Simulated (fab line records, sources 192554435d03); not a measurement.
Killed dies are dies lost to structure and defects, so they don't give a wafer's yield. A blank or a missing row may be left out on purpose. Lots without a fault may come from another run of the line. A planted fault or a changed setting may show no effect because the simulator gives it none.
fab line records | flow n5_finfet | part 2 of 2: steps 19 to 19 of 19
record lots=6 wafers=18 last_day=18
route steps=1938 shown BEOL_M1@782 BEOL_M4@1111 PASSIVATION@1936
lots that met no fault: from a run of the same line without faults
start_h: hours from the record's first day to the start of the lot's first wafer shown | wait_h: hours since the lot's step before | " the same as in the row above | L1.1+2: a row that stands for several wafers | - no value, or no start given | * or withheld: withheld | < > ~ a bound
route shown NAME@n: a module of which the file shows steps, and the number in the route of the first | usual: mean/standard deviation of fault-free wafers | same: alike in all rows | chamber/n: place in a boat | sites: the reading at each site | _std_site: their standard deviation | _edge_site: outer sites' mean less inner sites' | radius_mm: how far each site lies from the wafer's centre | mask NAME#n: copy n | behind: the tool/chamber that last shaped the wafer | hold: why the lot was held/for how many hours/how that ended | device: the transistor (n, p or np) that didn't switch | end of line: the same wafers' tests at the end of the route | a step without rows: its recipe alone | killed: dies lost to structure and defects at the first sort, not the wafer's yield | map: a wafer's dies, x killed, . not, _ none there
set.NAME: the setting as run; set.NAME@STEP: as run at that earlier step | model.NAME: the simulator's own value behind a step, which no gauge read
lots at some steps of the route; a table a step, a row a wafer
services: from which hour (start_h, from the record's first day; less than 0 if before it) a tool's chamber was out of use, for how many hours, and why
## steps
# step N5_PASSIVATION_PROBE_49
# usual defect_limited_yield=91.5/1.5 killed_at_M0_to_M3=33/9.9 killed_at_M4_up=14/5.2 killed_at_contacts=11/5.2 killed_at_front_end=38/10 killed_at_other=4/3.5 killed_dies=100/18 killed_open=66/14 killed_short=32/6.9 sort_bin_5_function=5.0/1 sort_bin_6_memory=3.1/0.69 sort_bin_8_speed=0.03/0.26 sort_n_pass=1080/18
# same gross_dies=1180 killed_at_back_side=0 sort_bin_4_leakage[%]=0
# columns lot.wafer tool chamber start_h wait_h defect_limited_yield[%] killed_at_M0_to_M3 killed_at_M4_up killed_at_contacts killed_at_front_end killed_at_other killed_dies killed_open killed_short sort_bin_5_function[%] sort_bin_6_memory[%] sort_bin_8_speed[%] sort_n_pass
L392.2 prober-02 - 327.76 0.1 91.2 35 24 4 30 11 104 68 29 5.8 2.6 0 1076
L392.3 prober-02 - 327.81 0.1 91.1 28 16 16 42 3 105 73 30 4.7 4.0 0.08 1074
L392.4 prober-02 - 327.86 0.2 92.4 31 15 13 28 3 90 66 23 5.0 2.3 3.05 1054
L393.1 prober-02 - 332.04 0.0 91.6 27 8 14 49 1 99 63 34 4.7 3.4 0 1081
L393.3 prober-02 - 332.14 0.1 92.6 30 8 8 41 0 87 51 26 4.2 2.3 0 1093
L393.5 prober-02 - 332.24 0.2 92.1 21 15 9 47 1 93 53 29 4.2 2.8 0.17 1087
L397.1 prober-02 - 351.64 0.0 92.9 34 19 5 25 1 84 50 33 4.9 2.0 0 1096
L397.2 prober-02 - 351.69 0.1 94.0 29 13 7 20 2 71 56 15 3.7 2.2 0 1109
L397.4 prober-02 - 351.79 0.2 90.3 52 17 7 34 4 114 75 37 6.3 3.4 0 1066
L405.1 prober-02 - 395.20 0.0 92.1 30 27 7 28 1 93 71 21 5.3 2.5 0 1087
L405.2 prober-02 - 395.25 0.1 92.1 36 12 6 36 3 93 61 32 5.4 2.0 0 1087
L405.5 prober-02 - 395.40 0.2 92.0 40 12 14 28 0 94 55 36 4.1 3.3 0.08 1086
L407.1 prober-02 - 417.01 0.6 90.3 26 26 19 38 5 114 78 32 5.3 4.2 0 1066
L407.2 prober-02 - 417.06 0.6 90.4 30 21 8 50 4 113 76 37 5.7 3.7 0 1067
L407.3 prober-02 - 417.11 0.7 90.3 36 20 9 45 4 114 69 45 5.3 4.1 0 1066
L406.2 prober-01 - 421.66 0.1 91.5 37 9 14 39 1 100 76 24 4.5 3.6 0 1080
L406.3 prober-01 - 421.71 0.1 89.6 47 11 17 41 7 123 83 40 5.3 4.7 0 1057
L406.4 prober-01 - 421.76 0.2 90.4 37 17 15 42 2 113 79 32 5.8 3.6 0 1067
# killed by level:class
L392.2 BEOL_M0_SAQP:geometric_particle:open=12 BEOL_M4:geometric_particle:open=10 FIN_SAQP:geometric_particle:open=6 BEOL_M3:geometric_particle:open=6 DUMMY_GATE:geometric_particle:open=5 BEOL_M2:geometric_particle:open=5 PASSIVATION:area_etch=5 DUMMY_GATE:geometric_particle:short=4
L392.3 FIN_SAQP:geometric_particle:open=10 MOL_CONTACT_COAG:geometric_particle:open=10 BEOL_M2:geometric_particle:open=10 BEOL_M4:geometric_particle:open=10 FIN_SAQP:geometric_particle:short=9 BEOL_M0_SAQP:geometric_particle:open=7 MOL_CONTACT_COAG:geometric_particle:short=6 DUMMY_GATE:geometric_particle:open=5
L392.4 MOL_CONTACT_COAG:geometric_particle:open=12 DUMMY_GATE:geometric_particle:open=10 BEOL_M0_SAQP:geometric_particle:short=10 BEOL_M2:geometric_particle:open=8 STI_FIN_REVEAL:geometric_particle:open=6 BEOL_M4:geometric_particle:open=6 BEOL_M3:geometric_particle:open=4 GATE_CUT:geometric_particle:short=3
L393.1 MOL_CONTACT_COAG:geometric_particle:open=13 FIN_SAQP:geometric_particle:open=12 STI_FIN_REVEAL:geometric_particle:open=11 FIN_SAQP:geometric_particle:short=9 BEOL_M0_SAQP:geometric_particle:open=8 BEOL_M0_SAQP:geometric_particle:short=7 GATE_CUT:geometric_particle:short=6 BEOL_M2:geometric_particle:open=5
L393.3 BEOL_M2:geometric_particle:open=10 HKMG_FIN:area_etch=10 GATE_CUT:geometric_particle:short=6 BEOL_M0_SAQP:geometric_particle:short=6 STARTING-WAFER:geometric_particle:open=6 FIN_SAQP:geometric_particle:short=5 STI_FIN_REVEAL:geometric_particle:open=5 MOL_CONTACT_COAG:geometric_particle:open=5
L393.5 FIN_SAQP:geometric_particle:open=13 FIN_SAQP:geometric_particle:short=6 MOL_CONTACT_COAG:geometric_particle:open=6 BEOL_M3:geometric_particle:open=6 HKMG_FIN:area_etch=6 STI_FIN_REVEAL:geometric_particle:open=5 GATE_CUT:geometric_particle:short=4 BEOL_M4:geometric_particle:open=4
L397.1 BEOL_M0_SAQP:geometric_particle:short=10 BEOL_M2:geometric_particle:open=9 BEOL_M4:geometric_particle:open=7 BEOL_M1:geometric_particle:open=7 FIN_SAQP:geometric_particle:short=6 MOL_CONTACT_COAG:geometric_particle:open=5 ILD0:geometric_particle:open=4 BEOL_M8:geometric_particle:open=4
L397.2 MOL_CONTACT_COAG:geometric_particle:open=7 BEOL_M0_SAQP:geometric_particle:open=7 STI_FIN_REVEAL:geometric_particle:open=6 BEOL_M2:geometric_particle:open=6 BEOL_M4:geometric_particle:open=6 GATE_CUT:geometric_particle:short=5 BEOL_M1:geometric_particle:open=5 BEOL_M3:geometric_particle:open=4
L397.4 BEOL_M3:geometric_particle:open=12 BEOL_M4:geometric_particle:open=11 BEOL_M0:geometric_particle:open=9 GATE_CUT:geometric_particle:short=8 BEOL_M1:geometric_particle:open=8 FIN_SAQP:geometric_particle:open=6 BEOL_M0_SAQP:geometric_particle:short=6 BEOL_M1:geometric_particle:short=6
L405.1 BEOL_M4:geometric_particle:open=14 BEOL_M0_SAQP:geometric_particle:open=13 MOL_CONTACT_COAG:geometric_particle:open=7 BEOL_M0_SAQP:geometric_particle:short=6 BEOL_M2:geometric_particle:open=6 FIN_SAQP:geometric_particle:open=5 GATE_CUT:geometric_particle:short=5 DUMMY_GATE:geometric_particle:open=4
L405.2 BEOL_M0_SAQP:geometric_particle:open=12 FIN_SAQP:geometric_particle:open=9 BEOL_M0_SAQP:geometric_particle:short=8 FIN_SAQP:geometric_particle:short=5 MOL_CONTACT_COAG:geometric_particle:open=5 BEOL_M2:geometric_particle:open=4 STI_FIN_REVEAL:geometric_particle:open=4 GATE_CUT:geometric_particle:short=4
L405.5 BEOL_M0_SAQP:geometric_particle:short=11 MOL_CONTACT_COAG:geometric_particle:open=9 STI_FIN_REVEAL:geometric_particle:open=8 BEOL_M0_SAQP:geometric_particle:open=7 BEOL_M2:geometric_particle:open=7 BEOL_M1:geometric_particle:open=7 BEOL_M4:geometric_particle:open=6 GATE_CUT:geometric_particle:short=5
L407.1 FIN_SAQP:geometric_particle:open=17 MOL_CONTACT_COAG:geometric_particle:open=16 BEOL_M4:geometric_particle:open=9 BEOL_M4:geometric_particle:short=7 BEOL_M1:geometric_particle:open=6 BEOL_M0_SAQP:geometric_particle:open=4 BEOL_M0_SAQP:geometric_particle:short=4 PASS1_DEP:geometric_particle:open=4
L407.2 STI_FIN_REVEAL:geometric_particle:open=13 BEOL_M0_SAQP:geometric_particle:open=12 BEOL_M4:geometric_particle:open=10 FIN_SAQP:geometric_particle:open=9 FIN_SAQP:geometric_particle:short=8 BEOL_M0_SAQP:geometric_particle:short=8 MOL_CONTACT_COAG:geometric_particle:open=7 BEOL_M4:geometric_particle:short=6
L407.3 FIN_SAQP:geometric_particle:open=16 BEOL_M2:geometric_particle:open=8 FIN_SAQP:geometric_particle:short=7 BEOL_M4:geometric_particle:open=7 GATE_CUT:geometric_particle:open=6 BEOL_M0_SAQP:geometric_particle:short=6 BEOL_M3:geometric_particle:open=6 BEOL_M4:geometric_particle:short=6
L406.2 STI_FIN_REVEAL:geometric_particle:open=12 BEOL_M3:geometric_particle:open=12 MOL_CONTACT_COAG:geometric_particle:open=10 DUMMY_GATE:geometric_particle:open=9 BEOL_M0_SAQP:geometric_particle:open=8 BEOL_M2:geometric_particle:open=8 GATE_CUT:geometric_particle:short=4 MOL_CONTACT_COAG:geometric_particle:short=4
L406.3 BEOL_M3:geometric_particle:open=15 MOL_CONTACT_COAG:geometric_particle:open=15 FIN_SAQP:geometric_particle:open=14 BEOL_M0_SAQP:geometric_particle:open=10 BEOL_M3:geometric_particle:short=7 FIN_SAQP:geometric_particle:short=6 BEOL_M0_SAQP:geometric_particle:short=6 STARTING-WAFER:geometric_particle:short=5
L406.4 MOL_CONTACT_COAG:geometric_particle:open=13 STI_FIN_REVEAL:geometric_particle:open=11 BEOL_M3:geometric_particle:open=11 FIN_SAQP:geometric_particle:open=7 FIN_SAQP:geometric_particle:short=6 BEOL_M0_SAQP:geometric_particle:short=6 BEOL_M2:geometric_particle:open=6 BEOL_M3:geometric_particle:short=5
## services
# columns tool chamber start_h hours kind
rie_diel-06 3 153.13 9.8 repair
rie_diel-06 2 156.30 7.3 repair
rie_diel-04 3 158.35 - clean
rie_diel-04 3 158.35 - consumable_replace:focus_ring
rie_diel-04 3 158.35 17.2 scheduled_down
rie_diel-04 3 158.35 17.2 vent_cycle
rie_diel-05 3 159.35 16.8 repair
rie_diel-05 0 165.72 3.0 repair
rie_diel-05 - 199.23 2.8 pm
ald_sin-04 - 212.48 14.6 pm
ald_sin-04 - 240.01 28.1 pm
rie_diel-06 0 261.52 - clean
rie_diel-06 0 261.52 - consumable_replace:focus_ring
